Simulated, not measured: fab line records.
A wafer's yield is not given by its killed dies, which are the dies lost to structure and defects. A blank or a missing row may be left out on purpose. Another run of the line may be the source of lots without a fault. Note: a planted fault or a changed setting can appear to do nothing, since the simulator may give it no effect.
The tool behind it: which one?    flow nand-harc    12 lots with 36 wafers sampled at 4 steps, on a route of 1159 steps

== WHAT THE GAUGES SHOWED, per wafer ==
The record holds no reading of a measuring or inspecting step that can be judged against a usual standard deviation.

== TOOL THAT RAN EACH LOT (tool first, then ch and the chambers of the sampled wafers, then the start) ==
lot   NHARC_P_M1_PRE_CLEAN_30                  NHARC_P_M1_CMP_23              NHARC_P_M2_SOFTBAKE_04             NHARC_P_M2_ETCH_28
L469  pvd-sputter-02, day 6 11:14 or earlier   cmp-04 ch 0,2, day 6 11:14     litho-track-01 ch 0, day 6 12:00   rie-diel-01 ch 0,1,2, no start
L474  pvd-sputter-02, day 7 13:24 or earlier   cmp-04 ch 0,2,3, day 7 13:24   litho-track-01 ch 0, day 7 14:00   rie-diel-03 ch 1,2,3, no start
L480  pvd-sputter-03, day 9 04:40 or earlier   cmp-04 ch 0,2, day 9 04:40     litho-track-04 ch 0, day 9 06:00   rie-diel-03 ch 0,3, no start
L481  pvd-sputter-02, day 9 09:43 or earlier   cmp-02 ch 0,2,3, day 9 09:43   litho-track-04 ch 0, day 9 11:00   rie-diel-07 ch 1,2,3, no start
L482  pvd-sputter-03, day 9 23:20 or earlier   cmp-02 ch 0,1,2, day 9 23:20   litho-track-01 ch 0, day 10 00:00  rie-diel-01 ch 0,1, no start
L483  pvd-sputter-03, day 10 03:07 or earlier  cmp-02 ch 0,3, day 10 03:07    litho-track-04 ch 0, day 10 04:00  rie-diel-07 ch 0,1, no start
L484  pvd-sputter-03, day 10 04:30 or earlier  cmp-04 ch 0,2,3, day 10 04:30  litho-track-04 ch 0, day 10 06:00  rie-diel-07 ch 1,2,3, no start
L486  pvd-sputter-01, day 10 06:47 or earlier  cmp-04 ch 0,1,2, day 10 06:47  litho-track-01 ch 0, day 10 08:00  rie-diel-03 ch 0,1,2, no start
L487  pvd-sputter-03, day 10 14:32 or earlier  cmp-04 ch 1,2,3, day 10 14:32  litho-track-06 ch 0, day 10 15:00  rie-diel-03 ch 1,2,3, no start
L488  pvd-sputter-03, day 11 00:55 or earlier  cmp-04 ch 0,1, day 11 00:55    litho-track-06 ch 0, day 11 02:00  rie-diel-03 ch 1,2,3, no start
L489  pvd-sputter-03, day 11 07:19 or earlier  cmp-04 ch 0,1,3, day 11 07:19  litho-track-06 ch 0, day 11 08:00  rie-diel-03 ch 0,1, no start
L490  pvd-sputter-02, day 11 12:48 or earlier  cmp-01 ch 1,2,3, day 11 12:48  litho-track-04 ch 0, day 11 14:00  rie-diel-03 ch 1,2, no start
- NHARC_P_M1_PRE_CLEAN_30: time 30 s.
- NHARC_P_M1_CMP_23: polishes, t overpolish 20 s, target thk 157.82 nm.
- NHARC_P_M2_SOFTBAKE_04: time 55 s.
- NHARC_P_M2_ETCH_28: etches the open film in CF4/N2, target depth 30 nm, time 72.99 s.

== WHAT THE TOOLS THEMSELVES READ (means of the sampled wafers that have a number; where no wafer has one, the mark that the record gives instead) ==
NHARC_P_M1_PRE_CLEAN_30. Usual: heater-power-w 440 W, standard deviation 30.
lot   tool            heater-power-w (W)  flag
L469  pvd-sputter-02  450                 
L474  pvd-sputter-02  449                 
L480  pvd-sputter-03  440                 
L481  pvd-sputter-02  442                 
L482  pvd-sputter-03  450                 
L483  pvd-sputter-03  444                 
L484  pvd-sputter-03  460                 
L486  pvd-sputter-01  386                 
L487  pvd-sputter-03  439                 
L488  pvd-sputter-03  462                 
L489  pvd-sputter-03  446                 
L490  pvd-sputter-02  431                 

NHARC_P_M1_CMP_23. Usual: motor-current-A 11.6 A, standard deviation 1.1; time-to-endpoint-s 28.5 s, standard deviation 2.2.
lot   tool    motor-current-A (A)  time-to-endpoint-s (s)  flag
L469  cmp-04  11.9                 31.0                    
L474  cmp-04  11.8                 27.3                    
L480  cmp-04  12.0                 27.2                    
L481  cmp-02  11.9                 30.1                    
L482  cmp-02  11.5                 30.0                    
L483  cmp-02  11.8                 28.9                    
L484  cmp-04  11.3                 27.3                    
L486  cmp-04  11.6                 27.6                    
L487  cmp-04  11.4                 27.1                    
L488  cmp-04  11.8                 28.8                    
L489  cmp-04  11.2                 30.9                    
L490  cmp-01  12.5                 28.8                    

NHARC_P_M2_SOFTBAKE_04. Usual: heater-power-total-W 188.42 W, standard deviation 0.14.
lot   tool            heater-power-total-W (W)  flag
L469  litho-track-01  199.82                    OFF
L474  litho-track-01  199.77                    OFF
L480  litho-track-04  188.50                    
L481  litho-track-04  188.43                    
L482  litho-track-01  188.46                    
L483  litho-track-04  188.48                    
L484  litho-track-04  188.47                    
L486  litho-track-01  188.35                    
L487  litho-track-06  188.45                    
L488  litho-track-06  188.43                    
L489  litho-track-06  188.35                    
L490  litho-track-04  188.36                    

NHARC_P_M2_ETCH_28. Usual: drypump-motor-current-A 5.66 A, standard deviation 0.22; oes-product-au 1.000 a.u., standard deviation 0.0076; rf-vpp-V 315.0 V, standard deviation 1.8; showerhead-plenum-p-Torr 2.68 Torr, standard deviation 0.096; throttle-valve-pct 19.795 %, standard deviation 0.0094.
lot   tool         drypump-motor-current-A (A)  oes-product-au (a.u.)  rf-vpp-V (V)  showerhead-plenum-p-Torr (Torr)  throttle-valve-pct (%)  flag
L469  rie-diel-01  6.03                         1.003                  313.6         2.59                             19.785                  
L474  rie-diel-03  5.57                         1.001                  316.2         2.73                             19.793                  
L480  rie-diel-03  5.47                         1.003                  315.9         2.72                             19.797                  
L481  rie-diel-07  5.75                         0.993                  313.9         2.62                             19.791                  
L482  rie-diel-01  6.25                         1.004                  314.6         2.64                             19.800                  
L483  rie-diel-07  5.85                         1.000                  312.3         2.52                             19.804                  
L484  rie-diel-07  5.75                         0.999                  313.8         2.61                             19.803                  
L486  rie-diel-03  5.55                         1.005                  316.4         2.77                             19.797                  
L487  rie-diel-03  5.56                         0.989                  315.6         2.73                             19.792                  
L488  rie-diel-03  5.57                         0.996                  315.9         2.73                             19.802                  
L489  rie-diel-03  5.44                         1.006                  316.0         2.76                             19.801                  
L490  rie-diel-03  5.55                         0.998                  316.1         2.77                             19.799                  

== THE ANSWER, worked out from the rows above alone ==
Rule: take the mean of a lot's wafers that have a number; if it is more than 3 standard deviations from the usual mean, the lot is off. A lot without any number at a reading at which 4 lots or more have one is off too. All remaining lots with rows at the step are treated as sound. The gauges are gone through in route order, then the tools' own readings, and for those a lot's mean is taken as printed above. At the first step where some lot is off, the reading lying furthest off is the one used; lots without a number count as furthest.
Off, at NHARC_P_M2_SOFTBAKE_04 on heater-power-total-W: L469, L474.
A tool fits if, at that step or a process step before it, it ran every lot that is off, and no sound lot after the first of them. NHARC_P_M1_PRE_CLEAN_30 gives no start for some lots, so the hours and the order of its lots are those of NHARC_P_M1_CMP_23. Of those tried, none fits.

== WHAT THE SIMULATOR HAD PUT IN ==
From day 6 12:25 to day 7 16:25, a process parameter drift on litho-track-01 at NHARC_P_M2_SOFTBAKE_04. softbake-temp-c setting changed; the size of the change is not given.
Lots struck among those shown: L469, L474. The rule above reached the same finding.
